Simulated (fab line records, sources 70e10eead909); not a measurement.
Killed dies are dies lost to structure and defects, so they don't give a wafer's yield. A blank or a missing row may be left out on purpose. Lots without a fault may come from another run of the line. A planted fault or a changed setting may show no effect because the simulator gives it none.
A struck lot beside a sound one | flow nand_harc | 15 steps out of a route of 1159
Sound: wafers L643.2, L643.3, L643.4. Struck: wafer L656.3. (L656.1 of the same lot was not struck and is left out.) The cause comes at the end.
At each step with rows: each side's tool, then ch and its chambers, then its first start. Under that, the readings that differ: sound wafers | struck wafers | difference of the means | sigmas: that difference in standard deviations of wafers without a fault.
alike: readings whose means differ by less than 2 such deviations, and words and numbers that are the same on both sides. not compared: withheld readings, readings that some wafer has no value for, bounds like >300 that may hide the same value, and numbers for which the record gives no deviation and whose values overlap.
The two part at a step that has a row with sigmas, a row that says differs or no value, or rows on one side only. Numbers that don't overlap but have no deviation are shown without sigmas and don't part them. A reading that every wafer of one side lacks parts them only if that side has two wafers or more.

first, 7 steps without rows for these wafers: NHARC_P_STI_COAT_41 (time 65 s); NHARC_P_STI_COAT_03 (resist thk 600 nm); NHARC_P_STI_SOFTBAKE_04 (time 70 s); NHARC_P_STI_EBR_05; NHARC_P_STI_EXPOSE_06 (exposes mask P STI, target cd 200 nm); NHARC_P_STI_PEB_07 (peb time 80 s); NHARC_P_STI_DEVELOP_08 (time 50 s).
NHARC_P_STI_CD_MEAS_09: target cd 200 nm.
  sound on cd_sem-02 ch 0, day 2 15:01; struck on cd_sem-03 ch 0, day 5 18:26
  alike: cd_nm
NHARC_P_STI_OVL_MEAS_10:
  sound on overlay-01, day 2 15:07; struck on overlay-02, day 5 18:31
  alike: overlay_x_nm, overlay_y_nm
NHARC_P_STI_INSPECT_11:
  sound on defect_inspect-02, day 2 15:08; struck on defect_inspect-02, day 5 18:33
  alike: raw_defect_count
then, 1 step without rows for these wafers: NHARC_P_STI_HARDBAKE_13 (time 65 s).
NHARC_P_STI_DESCUM_14: chemistry O2, time 3 s.
  sound on rie_diel-12 ch 0,1,2, day 2 15:17; struck on rie_diel-12 ch 3, day 5 18:42
  reading                | sound       | struck | difference | sigmas
  rf_hours_counter_h (h) | 0.8 0.9 0.7 | 5.9    | +5.1       |
  alike: chamber_pressure_mTorr, drypump_motor_current_A, oes_product_au, rf_vpp_V, showerhead_plenum_p_Torr, throttle_valve_pct
NHARC_P_STI_ETCH_42: etches the open film in N2/H2, target depth 80 nm, overetch 24 nm, time 61 s.
  sound on rie_diel-12 ch 0,2,3, day 2 15:22; struck on rie_diel-12 ch 3, day 5 18:47
  reading                | sound             | struck | difference | sigmas
  oes_product_au (a.u.)  | 0.998 1.012 1.005 | 0.833  | -0.172     | -13
  rf_hours_counter_h (h) | 0.8 0.5 0.7       | 5.9    | +5.2       |
  alike: chamber_pressure_mTorr, drypump_motor_current_A, rf_vpp_V, showerhead_plenum_p_Torr, throttle_valve_pct
NHARC_P_STI_ETCH_31: etches the open film in CF4/CHF3, target depth 108.9 nm, time 54.5 s.
  sound on rie_diel-12 ch 0,1,2; struck on rie_diel-12 ch 0
  reading                | sound       | struck | difference | sigmas
  rf_hours_counter_h (h) | 0.8 0.7 0.9 | 6.3    | +5.5       |
  alike: chamber_pressure_mTorr, drypump_motor_current_A, oes_product_au, rf_vpp_V, showerhead_plenum_p_Torr, throttle_valve_pct
-- the record jumps here: 16 days lie between the struck wafers' starts before and after (it left off in module P_STI and takes up again in module END, whose first step shown is number 1159 of the route) --
NHARC_END_SORT_01:
  sound on prober-01 ch 0, day 20 00:13; struck on prober-01 ch 0, day 22 05:31
  reading             | sound    | struck | difference | sigmas
  killed_at_periphery | 2 1 2    | 70     | +68        | +40
  killed_dies         | 21 16 23 | 92     | +72        | +8
  alike: killed_at_array, killed_at_other, killed_open, killed_short

WHERE THEY PART
First at NHARC_P_STI_ETCH_42; last, within this record, at NHARC_END_SORT_01.

WHY: what the simulator had put in
Process parameter drift: rie_diel-12, from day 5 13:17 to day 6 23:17, at NHARC_P_STI_ETCH_42. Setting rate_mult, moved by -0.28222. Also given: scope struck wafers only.
